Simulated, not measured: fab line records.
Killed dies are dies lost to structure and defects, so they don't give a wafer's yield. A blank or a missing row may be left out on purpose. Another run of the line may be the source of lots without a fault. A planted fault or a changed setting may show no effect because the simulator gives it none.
A struck lot beside a sound one / flow n5 finfet / 18 out of 1938 route steps
Sound: the wafers L479.3, L479.4, L479.5. Struck: wafer L482.4 (L482.1, L482.3, from the same lot, were not struck and are left out); the cause is given at the end.
At each step with rows: each side's tool, then ch and its chambers, then its first start. Under that, the readings that differ: sound wafers / struck wafers / difference of the means / sigmas: that difference in standard deviations of wafers without a fault.
alike: same words and numbers on both sides, and readings whose means sit less than 2 such deviations apart. not compared: any withheld reading, any reading some wafer has no value for, any bound like >300 that may hide the same value, and any number with overlapping values for which the record gives no deviation.
The two part at a step that has a row with sigmas, a row that says differs or no value, or rows on one side only. Non-overlapping numbers with no deviation appear without sigmas and do not part them. Lack of a reading on every wafer of one side parts them only where that side has two or more wafers.

N5_BEOL_M0_SAQP_INSPECT_16: inspects for defects (brightfield).
  sound: defect inspect-02 at day 6 19:46; struck: defect inspect-01 at day 7 09:59
  alike: raw defect count
then, 1 step without rows for these wafers: N5_BEOL_M0_SAQP_DESCUM_19 (chemistry O2, time 7.9 s).
N5_BEOL_M0_SAQP_ETCH_83: etches SiARC in CF4, target depth 39 nm, time 65 s.
  sound on rie diel-02 ch 0,3, day 6 19:50; struck on rie diel-02 ch 3, day 7 10:03
  alike: drypump motor current A, etch rf on time s, oes product au, rf vpp V, showerhead plenum p Torr, throttle valve pct
  not compared: rf hours counter h
N5_BEOL_M0_SAQP_ETCH_84: etches SOC in N2/H2, target depth 100 nm, overetch 20 nm, time 150 s.
  sound on rie diel-02 ch 0,3, day 6 19:53; struck on rie diel-02 ch 3, day 7 10:06
  alike: drypump motor current A, oes product au, rf vpp V, showerhead plenum p Torr, throttle valve pct
  not compared: rf hours counter h
then, 1 step without rows for these wafers: N5_BEOL_M0_SAQP_STRIP_80 (strips in N2/H2).
N5_BEOL_M0_SAQP_HM_OPEN_112: chemistry CHF3/O2, target SiO2, stops on a-Si, target depth 12 nm, time 13.5 s.
  sound on rie diel-02 ch 0,3, day 6 19:59; struck on rie diel-02 ch 3, day 7 10:13
  alike: drypump motor current A, oes product au, rf vpp V, showerhead plenum p Torr, throttle valve pct
  not compared: rf hours counter h
then, 1 step without rows for these wafers: N5_BEOL_M0_SAQP_STRIP_113 (strips in CHF3/O2).
N5_BEOL_M0_SAQP_MANDREL_ETCH_20: etches a-Si in HBr/Cl2, stops on SiNx, target depth 60 nm, bt time 10 s, time 30 s.
  sound on rie si-06 ch 1,2,3, day 6 20:04; struck on rie si-01 ch 0, day 7 10:17
  alike: drypump motor current A, oes product au, throttle valve pct
  not compared: rf hours counter h
N5_BEOL_M0_SAQP_STRIP_86: strips in N2/H2.
  sound on rie diel-02 ch 1,2,3, day 6 20:17; struck on rie diel-02 ch 0, day 7 10:23
  alike: drypump motor current A, oes product au, rf vpp V, showerhead plenum p Torr, throttle valve pct
  not compared: rf hours counter h
then, 3 steps without rows for these wafers: N5_BEOL_M0_SAQP_STRIP_115 (strips in post etch residue remover, time 60 s); N5_BEOL_M0_SAQP_SRD_93 (time 30 s); N5_BEOL_M0_SAQP_RECESS_114 (chemistry HF/NH3, target SiO2, target depth 14.4 nm, afs cycles 3, sublimation time 60 s).
N5_BEOL_M0_SAQP_SPACER1_ALD_98: deposits SiO2, target thk 12.8 nm, pulse time 1 s, purge time 2 s.
  sound on ald sin-03 ch 0,1, day 6 20:48; struck on ald sin-03 ch 0, day 7 10:58
reading=susceptor temp C (C); sound=299.87 300.27 300.24; struck=285.92; difference=-14.21; sigmas=-71
reading=model.SiO2_of_BEOL_M0_SAQP_SPACER1_ALD_98.thk nm (nm); sound=12.8 12.8 12.8; struck=13.4; difference=+0.6; sigmas=
  alike: heater power w, precursor pulse height rel
then, 1 step without rows for these wafers: N5_BEOL_M0_SAQP_SPACER1_ETCHBACK_99 (etches SiO2 in CHF3/O2, target depth 15.4 nm, time 7.7 s).
N5_BEOL_M0_SAQP_MANDREL1_REMOVE_100: chemistry HBr/Cl2/O2, target a-Si, stops on SiNx, bt time 10 s.
  sound on rie si-02 ch 1,3, day 6 21:22; struck on rie si-02 ch 1, day 7 11:32
reading=model.SiO2_of_BEOL_M0_SAQP_SPACER1_ALD_98.thk nm (nm); sound=7.4 7.4 7.4; struck=8.2; difference=+0.8; sigmas=
reading=model.BEOL_M0_SAQP.cd nm (nm); sound=12.8 12.8 12.6; struck=13.2; difference=+0.5; sigmas=
  alike: drypump motor current A, oes product au, throttle valve pct
  not compared: rf hours counter h
N5_BEOL_M0_SAQP_CD_MEAS_25 targets a cd of 13.1 nm.
  sound on cd sem-03 ch 0, day 6 21:29; struck on cd sem-01 ch 0, day 7 11:38
  alike: cd nm
-- a jump in the record: the struck wafers' starts before and after are 2 days apart (it breaks off in module BEOL_M0_SAQP and resumes in module BEOL_M4, where the first step shown is number 1111 of the route) --
N5_BEOL_M4_RC_MEAS_101:
  sound on prober-01 ch 0, day 9 05:26; struck on prober-01 ch 0, day 9 13:07
  alike: DIBL_N, DIBL_P, IOFF_N, IOFF_P, ION_N, ION_P, SS_N, SS_P, VT_N, VT_P
-- here the record skips 4 days between the struck wafers' starts before and after, leaving off in module BEOL_M4 and picking up in module PASSIVATION (first step shown: number 1936 of the route) --
N5_PASSIVATION_PROBE_49:
  record: rows for the struck wafers here (prober-02, day 13 12:40), none for the sound ones

WHERE THEY PART
Last at N5_PASSIVATION_PROBE_49 as far as this record goes, first at N5_BEOL_M0_SAQP_SPACER1_ALD_98.

WHY: whatever the simulator had introduced
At N5_BEOL_M0_SAQP_SPACER1_ALD_98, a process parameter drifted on ald sin-03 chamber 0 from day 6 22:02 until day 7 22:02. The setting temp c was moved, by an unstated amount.
